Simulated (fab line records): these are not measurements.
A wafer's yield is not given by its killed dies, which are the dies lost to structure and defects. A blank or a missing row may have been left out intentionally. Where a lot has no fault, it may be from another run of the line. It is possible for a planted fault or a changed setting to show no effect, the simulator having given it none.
Which of the tools did it?	flow n5_finfet	Sampling: 11 lots, 33 wafers, 2 of 1938 route steps

## WHAT THE GAUGES SHOWED, per wafer
N5_FIN_CUT_INSPECT_17: inspects for defects (brightfield).
lot	measured	on	raw_defect_count
L076	day 2 16:14	defect_inspect-01	276 168 246
L078	day 3 03:36	defect_inspect-02	216 285 215
L080	day 3 15:52	defect_inspect-02	273 205 256
L082	day 4 03:54	defect_inspect-01	254 222 297
L084	day 4 16:32	defect_inspect-02	271 212 281
L086	day 5 05:33	defect_inspect-01	473 266 434
L088	day 5 20:53	defect_inspect-02	321 161 208
L090	day 6 03:26	defect_inspect-01	335 256 294
L093	day 6 21:51	defect_inspect-02	233 176 201
L095	day 7 09:57	defect_inspect-01	439 232 273
L097	day 7 22:35	defect_inspect-02	172 235 165

## EACH LOT AND THE TOOL THAT RAN IT (in order: tool; ch and the chambers of the sampled wafers; start)
lot	N5_FIN_CUT_STRIP_24
L076	rie_diel-01 ch 1,2,3, day 2 15:44
L078	rie_diel-01 ch 0,1,2, day 3 03:06
L080	rie_diel-03 ch 1,2,3, day 3 15:23
L082	rie_diel-01 ch 0,1,3, day 4 03:24
L084	rie_diel-03 ch 0,1, day 4 16:02
L086	rie_diel-04 ch 0,1,2, day 5 04:55
L088	rie_diel-03 ch 2,3, day 5 20:09
L090	rie_diel-04 ch 2,3, day 6 02:56
L093	rie_diel-01 ch 0,2, day 6 21:11
L095	rie_diel-03 ch 1,2, day 7 09:22
L097	rie_diel-01 ch 1,2,3, day 7 22:06
- N5_FIN_CUT_STRIP_24: strips in CF4.

## THE ANSWER, worked out from the rows above alone
Rule: what is usual is taken from the lots themselves. Put in order of their means at a reading, lots are off if they are a third of the lots or fewer, leave a main group of 4 or more, and stand apart from it by a gap of 3 or more times the standard deviation of the main group's means; of several such gaps the widest counts. A main group is skipped when, at the precision printed for the reading in the tables above, its means are all equal. A lot without any number at a reading at which 4 lots or more have one is off too. Any other lot the step has rows for is counted as sound.
No lot is off on any of the readings shown, so nothing can be concluded from this.

## WHAT THE SIMULATOR HAD PUT IN
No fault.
